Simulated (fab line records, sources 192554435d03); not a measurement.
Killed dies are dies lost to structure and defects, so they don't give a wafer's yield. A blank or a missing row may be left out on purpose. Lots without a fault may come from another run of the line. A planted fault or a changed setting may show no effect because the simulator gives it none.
fab line records | flow n5_finfet | part 2 of 2: steps 25 to 34 of 34
record lots=5 wafers=15 last_day=18
route steps=1938 shown BEOL_M0@728 BEOL_M1@751
lots that met no fault: from a run of the same line without faults
start_h: hours from the record's first day to the start of the lot's first wafer shown | wait_h: hours since the lot's step before | " the same as in the row above | L1.1+2: a row that stands for several wafers | - no value, or no start given | * or withheld: withheld | < > ~ a bound
route shown NAME@n: a module of which the file shows steps, and the number in the route of the first | usual: mean/standard deviation of fault-free wafers | same: alike in all rows | chamber/n: place in a boat | sites: the reading at each site | _std_site: their standard deviation | _edge_site: outer sites' mean less inner sites' | radius_mm: how far each site lies from the wafer's centre | mask NAME#n: copy n | behind: the tool/chamber that last shaped the wafer | hold: why the lot was held/for how many hours/how that ended | device: the transistor (n, p or np) that didn't switch | end of line: the same wafers' tests at the end of the route | a step without rows: its recipe alone | killed: dies lost to structure and defects at the first sort, not the wafer's yield | map: a wafer's dies, x killed, . not, _ none there
set.NAME: the setting as run; set.NAME@STEP: as run at that earlier step | model.NAME: the simulator's own value behind a step, which no gauge read
lots at some steps of the route; a table a step, a row a wafer
services: from which hour (start_h, from the record's first day; less than 0 if before it) a tool's chamber was out of use, for how many hours, and why
## steps
# step N5_BEOL_M1_PECVD_72
# recipe material=SiO2 target_thk_a=160 temp_c=400 precursor=TEOS/O2 pressure_torr=5.5 rf_w=450 teos_flow_sccm=53.8 gas=O2 flow_sccm=3000 time_s=18
# usual heater_power_w=740/89 showerhead_plenum_p_Torr=8.76/0.06 throttle_valve_pct=21.7/1.2
# columns lot.wafer tool chamber start_h wait_h heater_power_w showerhead_plenum_p_Torr throttle_valve_pct
L078.1 pecvd-03 1 152.21 0.0 638 8.68 22.4
L078.3 " 0 " " 909 8.68 22.9
L078.6 " 2 " " 811 8.87 20.8
L087.1 pecvd-03 0 205.28 0.0 818 8.69 22.7
L087.3 " 1 " " 664 8.70 22.7
L087.5 " 2 " " 803 8.87 21.0
L094.1 pecvd-04 0 247.27 0.0 794 8.69 20.9
L094.2 " 2 " " 674 8.80 21.3
L094.3 " 1 " " 834 8.84 21.1
L095.2 pecvd-04 1 249.25 0.0 789 8.83 21.1
L095.3 " 2 " " 678 8.80 21.3
L095.4 " 1 " " 803 8.86 21.5
L097.2 pecvd-01 0 258.92 0.0 874 8.77 21.1
L097.3 " 1 " " 720 8.73 23.9
L097.6 " 2 " " 723 8.78 19.8
# step N5_BEOL_M1_HM_DEP_02
# recipe material=TiN target_thk_a=200 temp_c=25 chamber_pressure_pa=0.49996
# usual throttle_valve_pct=30.5/0.91
# columns lot.wafer tool chamber start_h wait_h throttle_valve_pct
L078.1 pvd_sputter-03 - 152.27 0.0 31.1
L078.3 " - " " 32.2
L078.6 " - " " 32.0
L087.1 pvd_sputter-03 - 208.52 3.2 29.7
L087.3 " - " " 31.2
L087.5 " - " " 29.5
L094.1 pvd_sputter-02 - 247.33 0.0 30.3
L094.2 " - " " 30.8
L094.3 " - " " 29.7
L095.2 pvd_sputter-02 - 250.99 1.7 30.4
L095.3 " - " " 30.8
L095.4 " - " " 30.6
L097.2 pvd_sputter-02 - 259.61 0.7 29.9
L097.3 " - " " 30.6
L097.6 " - " " 30.6
# step N5_BEOL_M1_COAT_61
# recipe resist=SOC temp_c=250 time_s=60 spin_rpm=1500 resist_thk_nm=60
# usual heater_power_total_W=500.6/1.7 spin_speed_rpm=1499.8/0.99
# columns lot.wafer tool chamber start_h wait_h heater_power_total_W spin_speed_rpm
L078.1 litho_track-02 0 152.39 0.1 503.3 1499.9
L078.3 " 0 " " 501.2 1499.5
L078.6 " 0 " " 498.1 1501.1
L087.1 litho_track-02 0 208.64 0.1 503.1 1501.1
L087.3 " 0 " " 502.5 1500.4
L087.5 " 0 " " 502.5 1499.4
L094.1 litho_track-04 0 247.46 0.1 500.5 1498.7
L094.2 " 0 " " 497.5 1499.7
L094.3 " 0 " " 498.8 1499.0
L095.2 litho_track-05 0 251.12 0.1 497.5 1500.3
L095.3 " 0 " " 503.3 1498.5
L095.4 " 0 " " 502.6 1498.2
L097.2 litho_track-05 0 259.73 0.1 498.8 1499.9
L097.3 " 0 " " 502.3 1498.4
L097.6 " 0 " " 498.8 1498.9
# step N5_BEOL_M1_COAT_62
# recipe resist=SiARC temp_c=220 time_s=60 spin_rpm=1500 resist_thk_nm=12
# usual heater_power_total_W=427.5/2.2 spin_speed_rpm=1500.0/1.1
# columns lot.wafer tool chamber start_h wait_h heater_power_total_W spin_speed_rpm
L078.1 litho_track-02 0 - - 427.8 1500.0
L078.3 " 0 " " 426.0 1499.7
L078.6 " 0 " " 424.7 1500.4
L087.1 litho_track-02 0 - - 425.5 1498.8
L087.3 " 0 " " 424.5 1499.6
L087.5 " 0 " " 427.8 1500.1
L094.1 litho_track-04 0 - - 430.1 1500.8
L094.2 " 0 " " 428.0 1500.2
L094.3 " 0 " " 428.1 1499.1
L095.2 litho_track-05 0 - - 424.8 1500.2
L095.3 " 0 " " 424.2 1500.5
L095.4 " 0 " " 430.8 1500.3
L097.2 litho_track-05 0 - - 430.8 1498.7
L097.3 " 0 " " 425.1 1499.6
L097.6 " 0 " " 430.8 1499.5
# step N5_BEOL_M1_COAT_73
# recipe resist=underlayer temp_c=205 time_s=60 spin_rpm=1500 resist_thk_nm=5
# usual heater_power_total_W=391.7/1.3 spin_speed_rpm=1499.9/0.95
# columns lot.wafer tool chamber start_h wait_h heater_power_total_W spin_speed_rpm
L078.1 litho_track-02 0 - - 391.3 1499.8
L078.3 " 0 " " 391.5 1500.1
L078.6 " 0 " " 390.6 1499.6
L087.1 litho_track-02 0 - - 390.0 1499.0
L087.3 " 0 " " 393.5 1500.5
L087.5 " 0 " " 393.5 1501.4
L094.1 litho_track-04 0 - - 392.7 1499.4
L094.2 " 0 " " 393.2 1499.5
L094.3 " 0 " " 390.1 1499.9
L095.2 litho_track-05 0 - - 393.7 1499.0
L095.3 " 0 " " 391.5 1501.7
L095.4 " 0 " " 390.2 1501.0
L097.2 litho_track-05 0 - - 392.8 1501.0
L097.3 " 0 " " 393.7 1498.9
L097.6 " 0 " " 391.5 1499.2
# step N5_BEOL_M1_COAT_05
# recipe resist=CAR-EUV spin_rpm=1500 resist_thk_nm=30
# usual spin_speed_rpm=1500.0/0.98
# columns lot.wafer tool chamber start_h wait_h spin_speed_rpm
L078.1 litho_track-02 0 - - 1499.3
L078.3 " 0 " " 1499.8
L078.6 " 0 " " 1500.3
L087.1 litho_track-02 0 - - 1498.8
L087.3 " 0 " " 1498.4
L087.5 " 0 " " 1498.9
L094.1 litho_track-04 0 - - 1500.0
L094.2 " 0 " " 1500.4
L094.3 " 0 " " 1498.3
L095.2 litho_track-05 0 - - 1499.0
L095.3 " 0 " " 1499.2
L095.4 " 0 " " 1498.3
L097.2 litho_track-05 0 - - 1499.8
L097.3 " 0 " " 1501.1
L097.6 " 0 " " 1500.9
# step N5_BEOL_M1_EBR_07
# recipe solvent=PGMEA ebr_width_mm=1.5
# columns lot.wafer tool chamber start_h wait_h
L078.1+3+6 litho_track-02 0 - -
L087.1+3+5 litho_track-02 0 - -
L094.1+2+3 litho_track-04 0 - -
L095.2+3+4 litho_track-05 0 - -
L097.2+3+6 litho_track-05 0 - -
# step N5_BEOL_M1_SOFTBAKE_06
# recipe temp_c=110 time_s=60 resist=CAR-EUV
# usual heater_power_total_W=175.6/1.5
# columns lot.wafer tool chamber start_h wait_h heater_power_total_W
L078.1 litho_track-02 0 - - 177.2
L078.3 " 0 " " 176.7
L078.6 " 0 " " 174.8
L087.1 litho_track-02 0 - - 174.1
L087.3 " 0 " " 174.3
L087.5 " 0 " " 173.0
L094.1 litho_track-04 0 - - 176.7
L094.2 " 0 " " 176.7
L094.3 " 0 " " 175.3
L095.2 litho_track-05 0 - - 176.9
L095.3 " 0 " " 176.9
L095.4 " 0 " " 173.1
L097.2 litho_track-05 0 - - 177.3
L097.3 " 0 " " 173.4
L097.6 " 0 " " 173.8
# step N5_BEOL_M1_EXPOSE_08
# recipe mask_id=M1 na=0.33 source_shape=dipole sigma_inner=0.369 sigma_outer=0.767 polarization=unpolarized dose_mj=33
# usual stage_msd_nm=0.858/0.028
# columns lot.wafer tool chamber start_h wait_h mask stage_msd_nm
L078.1 euv_scanner-01 0 152.65 - M1#0 0.896
L078.3 " 0 " " M1#0 0.895
L078.6 " 0 " " M1#0 0.894
L087.1 euv_scanner-01 0 208.91 - M1#0 0.887
L087.3 " 0 " " M1#0 0.882
L087.5 " 0 " " M1#0 0.889
L094.1 euv_scanner-02 0 247.72 - M1#0 0.845
L094.2 " 0 " " M1#0 0.844
L094.3 " 0 " " M1#0 0.846
L095.2 euv_scanner-02 0 251.26 - M1#0 0.847
L095.3 " 0 " " M1#0 0.847
L095.4 " 0 " " M1#0 0.847
L097.2 euv_scanner-01 0 260.00 - M1#0 0.888
L097.3 " 0 " " M1#0 0.885
L097.6 " 0 " " M1#0 0.886
# step N5_BEOL_M1_PEB_09
# recipe peb_temp_c=100 peb_time_s=60 resist=CAR-EUV
# usual heater_power_total_W=154.1/1.1
# columns lot.wafer tool chamber start_h wait_h heater_power_total_W
L078.1 litho_track-04 0 152.71 0.1 152.4
L078.3 " 0 " " 152.5
L078.6 " 0 " " 154.6
L087.1 litho_track-04 0 208.97 0.1 152.8
L087.3 " 0 " " 155.7
L087.5 " 0 " " 153.2
L094.1 litho_track-04 0 247.78 0.1 154.1
L094.2 " 0 " " 153.2
L094.3 " 0 " " 155.3
L095.2 litho_track-04 0 251.31 0.0 154.3
L095.3 " 0 " " 153.1
L095.4 " 0 " " 155.3
L097.2 litho_track-02 0 260.05 0.0 153.8
L097.3 " 0 " " 153.4
L097.6 " 0 " " 154.6
## services
# columns tool chamber start_h hours kind
euv_scanner-02 - 134.03 1.0 pm
euv_scanner-01 - 135.33 1.0 pm
pecvd-04 0 136.78 13.9 repair
pvd_sputter-01 - 137.28 15.4 repair
ecd_cu-01 - 145.48 1.9 repair
euv_scanner-02 - 148.81 0.5 repair
cmp-04 - 157.62 7.9 pm
pecvd-03 - 161.43 0.3 repair
pecvd-04 1 170.87 13.4 repair
ald_metal-02 - 172.83 1.0 repair
ald_metal-02 0 188.05 4.4 repair
euv_scanner-02 - 190.18 1.0 pm
ald_metal-01 1 190.98 1.6 repair
euv_scanner-01 - 191.48 1.0 pm
pecvd-03 - 217.15 98.4 repair
euv_scanner-02 - 219.64 13.5 repair
pecvd-01 1 234.87 10.4 repair
ald_metal-02 - 238.32 2.8 pm
pecvd-02 - 240.78 1.8 repair
cmp-02 - 240.93 4.0 pm
cmp-04 - 242.38 4.0 pm
euv_scanner-02 - 246.33 1.0 pm
euv_scanner-01 - 247.63 1.0 pm
pecvd-04 - 255.35 2.8 pm
